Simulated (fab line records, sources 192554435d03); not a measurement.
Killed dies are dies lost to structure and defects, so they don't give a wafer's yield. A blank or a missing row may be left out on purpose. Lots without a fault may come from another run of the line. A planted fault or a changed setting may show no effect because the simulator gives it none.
fab line records | flow n5_finfet | part 2 of 2: steps 23 to 30 of 30
record lots=5 wafers=15 last_day=15
route steps=1938 shown FIN_SAQP@99
lots that met no fault: from a run of the same line without faults
start_h: hours from the record's first day to the start of the lot's first wafer shown | wait_h: hours since the lot's step before | " the same as in the row above | L1.1+2: a row that stands for several wafers | - no value, or no start given | * or withheld: withheld | < > ~ a bound
route shown NAME@n: a module of which the file shows steps, and the number in the route of the first | usual: mean/standard deviation of fault-free wafers | same: alike in all rows | chamber/n: place in a boat | sites: the reading at each site | _std_site: their standard deviation | _edge_site: outer sites' mean less inner sites' | radius_mm: how far each site lies from the wafer's centre | mask NAME#n: copy n | behind: the tool/chamber that last shaped the wafer | hold: why the lot was held/for how many hours/how that ended | device: the transistor (n, p or np) that didn't switch | end of line: the same wafers' tests at the end of the route | a step without rows: its recipe alone | killed: dies lost to structure and defects at the first sort, not the wafer's yield | map: a wafer's dies, x killed, . not, _ none there
set.NAME: the setting as run; set.NAME@STEP: as run at that earlier step | model.NAME: the simulator's own value behind a step, which no gauge read
lots at some steps of the route; a table a step, a row a wafer
services: from which hour (start_h, from the record's first day; less than 0 if before it) a tool's chamber was out of use, for how many hours, and why
## steps
# step N5_FIN_SAQP_STRIP_55
# recipe chemistry=N2/H2 power_w=500 temp_c=40 pressure_mtorr=50 rf_frequency_hz=6e+07 overash_fraction=0.3 bias_power_w=28 h2_frac=0.5 n2_flow_sccm=300 h2_flow_sccm=300
# usual drypump_motor_current_A=5.7/0.52 oes_product_au=0.81/0.09 rf_vpp_V=122.0/1.4 showerhead_plenum_p_Torr=3.35/0.13 throttle_valve_pct=18.77/0.28
# columns lot.wafer tool chamber start_h wait_h drypump_motor_current_A oes_product_au rf_hours_counter_h rf_vpp_V showerhead_plenum_p_Torr throttle_valve_pct
L081.1 rie_diel-06 1 65.41 0.1 6.7 0.82 75 121.0 3.27 19.05
L081.4 " 0 " " 5.3 0.67 256 121.1 3.18 19.00
L081.6 " 1 " " 6.7 0.84 - 121.5 3.27 19.07
L082.2 rie_diel-01 0 71.13 0.1 6.2 0.73 179 122.1 3.21 19.01
L082.3 " 2 " " 6.4 0.72 213 120.9 3.31 18.70
L082.5 " 0 " " 6.1 0.75 - 123.3 3.21 19.02
L084.3 rie_diel-02 1 83.79 0.2 5.6 0.91 22 120.8 3.43 18.21
L084.5 " 3 " " 4.8 0.89 - 122.7 3.27 18.51
L084.6 " 0 " " 5.8 0.93 - 123.2 3.46 18.54
L085.1 rie_diel-06 2 92.13 0.1 5.5 0.94 13 123.9 3.57 18.81
L085.3 " 3 " " 5.1 0.90 32 124.3 3.53 18.37
L085.4 " 3 " " 5.2 0.89 - 124.9 3.53 18.35
L087.1 rie_diel-02 2 101.42 0.2 5.8 0.85 48 123.4 3.57 18.80
L087.2 " 1 " " 5.6 0.88 30 121.6 3.42 18.24
L087.5 " 2 " " 5.8 0.85 - 122.3 3.57 18.82
# step N5_FIN_SAQP_STRIP_23
# recipe chemistry=SPM time_s=750 temp_c=130 h2so4_h2o2_vol_ratio=4
# usual bath_guard_temp_C=129.9/0.53
# columns lot.wafer tool chamber start_h wait_h bath_guard_temp_C
L081.1 wet_bench-01 0 65.48 - 129.6
L081.4 " 2 " " 130.6
L081.6 " 1 " " 129.5
L082.2 wet_bench-01 2 71.20 - 130.4
L082.3 " 0 " " 129.7
L082.5 " 7 " " 129.5
L084.3 wet_bench-06 0 83.90 - 129.7
L084.5 " 6 " " 131.2
L084.6 " 4 " " 130.5
L085.1 wet_bench-01 1 92.19 - 130.0
L085.3 " 7 " " 129.5
L085.4 " 6 " " 130.2
L087.1 wet_bench-02 0 101.48 - 130.3
L087.2 " 7 " " 128.9
L087.5 " 6 " " 130.3
# step N5_FIN_SAQP_SRD_66
# recipe dry=ipa_marangoni time_s=30 temp_c=23 rinse_liquid=diw
# columns lot.wafer tool chamber start_h wait_h
L081.1+4+6 wet_bench-01 0,2,1 65.69 0.0
L082.2+3+5 wet_bench-01 2,0,7 71.65 0.0
L084.3+5+6 wet_bench-06 0,6,4 84.11 0.0
L085.1+3+4 wet_bench-01 1,7,6 92.40 0.0
L087.1+2+5 wet_bench-02 0,7,6 101.69 0.0
# step N5_FIN_SAQP_RECESS_75
# recipe chemistry=HF/NH3 target=SiO2 target_depth_a=144 afs_cycles=3 temp_c=30 sublimation_temp_c=180 sublimation_time_s=60
# usual drypump_motor_current_A=5.7/0.39
# columns lot.wafer tool chamber start_h wait_h drypump_motor_current_A
L081.1 vapor_etch-02 1 65.74 0.0 6.3
L081.4 " 0 " " 5.5
L081.6 " 0 " " 5.4
L082.2 vapor_etch-02 1 72.51 0.8 6.3
L082.3 " 1 " " 6.3
L082.5 " 1 " " 6.3
L084.3 vapor_etch-02 0 85.16 1.0 5.4
L084.5 " 1 " " 6.3
L084.6 " 0 " " 5.4
L085.1 vapor_etch-01 1 92.45 0.0 5.3
L085.3 " 1 " " 5.3
L085.4 " 0 " " 5.6
L087.1 vapor_etch-01 1 101.74 0.0 5.3
L087.2 " 0 " " 5.6
L087.5 " 1 " " 5.3
# step N5_FIN_SAQP_SPACER1_ALD_24
# recipe material=SiO2 target_thk_a=203 temp_c=300 ald_precursor_family=BDEAS ald_co_reactant=O2-plasma pulse_time_s=1 purge_time_s=2 co_reactant_purge_time_s=2 ald_cycles=218 pressure_torr=2
# usual heater_power_w=460/43 precursor_pulse_height_rel=0.999/0.019
# columns lot.wafer tool chamber start_h wait_h heater_power_w precursor_pulse_height_rel
L081.1 ald_sin-03 0 66.12 0.3 511 0.987
L081.4 " 1 " " 388 0.976
L081.6 " 2 " " 446 1.005
L082.2 ald_sin-03 2 72.89 0.3 437 1.030
L082.3 " 3 " " 460 0.986
L082.5 " 2 " " 443 1.037
L084.3 ald_sin-02 1 85.47 0.2 485 0.996
L084.5 " 1 " " 479 1.018
L084.6 " 0 " " 442 0.969
L085.1 ald_sin-03 1 92.97 0.4 383 0.984
L085.3 " 2 " " 449 1.001
L085.4 " 0 " " 490 1.005
L087.1 ald_sin-03 1 102.12 0.3 388 0.961
L087.2 " 3 " " 478 0.989
L087.5 " 0 " " 508 0.987
# step N5_FIN_SAQP_SPACER1_ETCHBACK_25
# recipe chemistry=CHF3/O2 mode=anisotropic_etchback target=SiO2 target_depth_a=244 time_s=12.2 pressure_mtorr=30 source_w=650 bias_w=170 Ar_flow_sccm=200 CHF3_flow_sccm=50 O2_flow_sccm=5 ion_energy_ev=200
# usual O2_flow_sccm=4.999/0.014 drypump_motor_current_A=5.7/0.52 oes_product_au=0.82/0.089 rf_vpp_V=523/5.5 showerhead_plenum_p_Torr=2.41/0.094 throttle_valve_pct=18.87/0.19
# columns lot.wafer tool chamber start_h wait_h O2_flow_sccm drypump_motor_current_A oes_product_au rf_hours_counter_h rf_vpp_V showerhead_plenum_p_Torr throttle_valve_pct
L081.1 rie_diel-06 3 66.84 0.4 5.008 5.1 0.91 20 536 2.54 18.73
L081.4 " 2 " " 5.002 5.4 0.97 4 529 2.57 18.91
L081.6 " 0 " " 4.994 5.3 0.67 - 522 2.27 19.19
L082.2 rie_diel-01 0 73.61 0.4 4.973 6.1 0.75 180 516 2.31 19.08
L082.3 " 2 " " 5.006 6.4 0.72 214 520 2.38 18.98
L082.5 " 1 " " 5.016 5.3 0.73 - 522 2.40 18.92
L084.3 rie_diel-01 0 86.24 0.4 5.004 6.1 0.75 186 517 2.31 19.10
L084.5 " 0 " " 4.997 6.1 0.75 - 517 2.31 19.09
L084.6 " 2 " " 4.984 6.4 0.72 - 520 2.37 19.00
L085.1 rie_diel-06 3 93.68 0.4 4.992 5.2 0.89 32 535 2.54 18.76
L085.3 " 2 " " 4.994 5.5 0.94 13 530 2.57 18.93
L085.4 " 1 " " 4.984 6.7 0.81 - 524 2.32 18.85
L087.1 rie_diel-06 2 103.01 0.5 5.005 5.5 0.92 16 530 2.56 18.94
L087.2 " 3 " " 5.007 5.1 0.89 35 535 2.54 18.75
L087.5 " 2 " " 5.004 5.4 0.93 - 530 2.56 18.93
# step N5_FIN_SAQP_MANDREL1_REMOVE_56
# recipe chemistry=HBr/Cl2/O2 bt_time_s=10 target=a-Si stop_on=SiNx endpoint=OES-SiCl over_etch_frac=1 icp_w=600 bias_w=22 HBr_flow_sccm=150 Cl2_flow_sccm=80 O2_flow_sccm=5 pressure_mtorr=10
# usual O2_flow_sccm=5.001/0.016 drypump_motor_current_A=5.7/0.46 oes_product_au=0.998/0.017 throttle_valve_pct=36.6/0.32
# columns lot.wafer tool chamber start_h wait_h O2_flow_sccm drypump_motor_current_A oes_product_au rf_hours_counter_h throttle_valve_pct
L081.1 rie_si-04 1 66.93 0.1 5.008 6.3 1.009 36 36.8
L081.4 " 0 " " 5.004 5.9 1.013 29 36.5
L081.6 " 2 " " 5.020 4.9 1.021 - 36.5
L082.2 rie_si-02 3 73.70 0.1 4.990 5.5 0.999 116 36.1
L082.3 " 0 " " 4.982 5.1 0.994 8 36.7
L082.5 " 1 " " 4.983 5.2 0.998 - 37.2
L084.3 rie_si-04 1 86.32 0.1 5.010 6.3 1.008 37 36.8
L084.5 " 2 " " 5.022 5.0 1.024 - 36.5
L084.6 " 3 " " 5.001 6.3 1.016 - 36.3
L085.1 rie_si-02 3 93.77 0.1 5.017 5.4 1.000 117 36.1
L085.3 " 2 " " 4.962 5.7 0.987 68 36.5
L085.4 " 0 " " 5.013 5.1 1.000 8 36.7
L087.1 rie_si-03 0 103.10 0.1 4.969 5.7 0.988 99 36.4
L087.2 " 1 " " 5.007 5.9 0.974 4 37.0
L087.5 " 1 " " 5.018 5.8 0.975 - 37.0
# step N5_FIN_SAQP_CD_MEAS_27
# recipe target_cd_nm=20 landing_energy_ev=1000 detector=se_inlens polarity=line
# usual cd_nm=20.29/0.23
# columns lot.wafer tool chamber start_h wait_h cd_nm
L081.1 cd_sem-02 0 67.04 0.1 20.67
L081.4 " 0 " " 20.36
L081.6 " 0 " " 20.32
L082.2 cd_sem-01 0 73.81 0.1 20.12
L082.3 " 0 " " 20.17
L082.5 " 0 " " 20.28
L084.3 cd_sem-03 0 86.44 0.1 20.20
L084.5 " 0 " " 20.57
L084.6 " 0 " " 20.10
L085.1 cd_sem-01 0 93.88 0.1 20.57
L085.3 " 0 " " 20.49
L085.4 " 0 " " 20.12
L087.1 cd_sem-02 0 103.21 0.1 20.26
L087.2 " 0 " " 20.40
L087.5 " 0 " " 20.46
## services
# columns tool chamber start_h hours kind
rie_diel-01 0 40.40 11.1 repair
pecvd-01 - 51.89 6.0 pm
pecvd-03 - 57.00 6.0 pm
arfi_scanner-01 - 59.23 0.9 repair
rie_diel-01 3 59.68 14.2 repair
pecvd-03 - 63.00 2.8 pm
ald_sin-03 0 67.58 5.5 repair
rie_diel-01 - 68.27 2.8 pm
rie_diel-02 1 68.50 2.2 repair
rie_diel-06 0 68.51 6.8 repair
vapor_etch-01 - 70.15 14.6 pm
pecvd-01 - 73.06 0.9 repair
rie_diel-01 3 73.94 - clean
rie_diel-01 3 73.94 - consumable_replace:focus_ring
rie_diel-01 3 73.94 15.8 scheduled_down
arfi_scanner-03 - 77.94 5.0 pm
rie_diel-06 2 83.58 4.7 repair
arfi_scanner-03 - 87.68 1.9 repair
arfi_scanner-01 - 91.11 4.9 pm
rie_diel-02 2 92.12 3.4 repair
arfi_scanner-02 - 93.10 3.7 repair
arfi_scanner-03 - 96.83 1.0 pm
arfi_scanner-01 - 97.00 1.0 pm
rie_si-04 1 99.50 3.5 repair
